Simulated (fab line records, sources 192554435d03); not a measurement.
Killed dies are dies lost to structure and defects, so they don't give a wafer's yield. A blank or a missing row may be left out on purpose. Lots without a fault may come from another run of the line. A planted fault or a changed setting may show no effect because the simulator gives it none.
Chamber matching | flow n5_finfet | N5_BEOL_M0_SAQP_STRIP_108 on rie_diel-04: 3 sister chambers
The step strips in N2/H2. 3 wafers are shown with their chamber, then 10 later ones without.

WAFERS WITH THEIR CHAMBER
wafer  | chamber | showerhead_plenum_p_Torr (Torr)
L084.1 | 0       | 3.18
L085.3 | 3       | 3.42
L090.1 | 1       | 3.32

WAFERS WITHOUT THEIR CHAMBER
wafer  | showerhead_plenum_p_Torr (Torr)
L090.4 | 3.42
L090.5 | 3.32
L092.3 | 3.32
L092.4 | 3.32
L092.6 | 3.42
L093.1 | 3.17
L093.2 | 3.41
L093.4 | 3.17
L095.2 | 3.41
L095.3 | 3.31

WHICH CHAMBER EACH WENT THROUGH
wafer  | from the rows above | in truth
L090.4 | 3                   | 3
L090.5 | 1                   | 1
L092.3 | 1                   | 1
L092.4 | 1                   | 1
L092.6 | 3                   | 3
L093.1 | 0                   | 0
L093.2 | 3                   | 3
L093.4 | 0                   | 0
L095.2 | 3                   | 3
L095.3 | 1                   | 1
Placed correctly: 10 of 10. Can't be placed from these rows: 0. Placed wrongly: 0.
How it was worked out, from the rows above alone: a wafer's distance from a chamber is the root of the sum, over the readings, of the square of ((its reading less the chamber's mean) divided by the reading's scatter). The wafer belongs to the nearest chamber; if the next one is less than 2 further off, it can't be placed. A chamber's mean is the mean of its shown wafers. The scatter: with one shown wafer a chamber, the root of the mean of the squares of how far each hidden wafer lies from its nearest shown one.
